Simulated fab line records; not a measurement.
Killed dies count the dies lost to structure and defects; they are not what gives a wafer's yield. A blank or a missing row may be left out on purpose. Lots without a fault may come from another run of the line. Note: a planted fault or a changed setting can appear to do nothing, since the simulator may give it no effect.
Matching of chambers || flow nand_harc || 4 sister chambers for NHARC_A_STAIRCASE_ALD_420 on ald_hk-02
The step deposits SiO2, target thk 20 nm, pulse time 6 s, ald cycles 200. 8 wafers are shown with their chamber, then 11 later ones without.

WAFERS, EACH WITH ITS CHAMBER
{"wafer": "L074.1", "chamber": 2, "heater_power_w (W)": 484, "precursor_pulse_height_rel": 1.008}
{"wafer": "L079.1", "chamber": 2, "heater_power_w (W)": 506, "precursor_pulse_height_rel": 0.976}
{"wafer": "L084.6", "chamber": 1, "heater_power_w (W)": 455, "precursor_pulse_height_rel": 1.033}
{"wafer": "L083.2", "chamber": 1, "heater_power_w (W)": 450, "precursor_pulse_height_rel": 1.047}
{"wafer": "L083.4", "chamber": 0, "heater_power_w (W)": 541, "precursor_pulse_height_rel": 0.996}
{"wafer": "L085.5", "chamber": 3, "heater_power_w (W)": 439, "precursor_pulse_height_rel": 0.979}
{"wafer": "L085.6", "chamber": 0, "heater_power_w (W)": 549, "precursor_pulse_height_rel": 1.021}
{"wafer": "L086.1", "chamber": 3, "heater_power_w (W)": 442, "precursor_pulse_height_rel": 0.964}

WAFERS MISSING THEIR CHAMBER
{"wafer": "L086.2", "heater_power_w (W)": 446, "precursor_pulse_height_rel": 0.996}
{"wafer": "L086.4", "heater_power_w (W)": 528, "precursor_pulse_height_rel": 0.989}
{"wafer": "L087.2", "heater_power_w (W)": 512, "precursor_pulse_height_rel": 1.018}
{"wafer": "L087.3", "heater_power_w (W)": 531, "precursor_pulse_height_rel": 1.023}
{"wafer": "L087.4", "heater_power_w (W)": 446, "precursor_pulse_height_rel": 1.007}
{"wafer": "L091.1", "heater_power_w (W)": 443, "precursor_pulse_height_rel": 0.992}
{"wafer": "L091.3", "heater_power_w (W)": 503, "precursor_pulse_height_rel": 1.019}
{"wafer": "L091.5", "heater_power_w (W)": 423, "precursor_pulse_height_rel": 0.985}
{"wafer": "L096.1", "heater_power_w (W)": 496, "precursor_pulse_height_rel": 1.017}
{"wafer": "L096.5", "heater_power_w (W)": 447, "precursor_pulse_height_rel": 0.997}
{"wafer": "L096.6", "heater_power_w (W)": 490, "precursor_pulse_height_rel": 0.999}

CHAMBER TAKEN BY EACH
{"wafer": "L086.2", "from the rows above": "can't be placed: 3 or 1", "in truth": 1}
{"wafer": "L086.4", "from the rows above": "can't be placed: 0 or 2", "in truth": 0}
{"wafer": "L087.2", "from the rows above": "can't be placed: 2 or 0", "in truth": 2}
{"wafer": "L087.3", "from the rows above": 0, "in truth": 0}
{"wafer": "L087.4", "from the rows above": "can't be placed: 1 or 3", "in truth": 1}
{"wafer": "L091.1", "from the rows above": "can't be placed: 3 or 1", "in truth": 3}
{"wafer": "L091.3", "from the rows above": 2, "in truth": 2}
{"wafer": "L091.5", "from the rows above": 3, "in truth": 3}
{"wafer": "L096.1", "from the rows above": 2, "in truth": 2}
{"wafer": "L096.5", "from the rows above": "can't be placed: 3 or 1", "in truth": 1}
{"wafer": "L096.6", "from the rows above": 2, "in truth": 2}
Correct placement for 5 of the 11. Not placeable from these rows: 6 (in 6, the candidates include the true chamber). Wrongly placed: 0.
How it was worked out, from the rows above alone: a wafer's distance from a chamber is the root of the sum, over the readings, of the square of ((its reading less the chamber's mean) divided by the reading's scatter). If the next closest chamber is less than 2 further off than the closest, the wafer can't be placed; otherwise it belongs to the closest. The mean given for a chamber averages the wafers shown for that chamber. The scatter: the root of (the sum of the squares of (reading less its chamber's mean) over the shown wafers, divided by (wafers less chambers)).
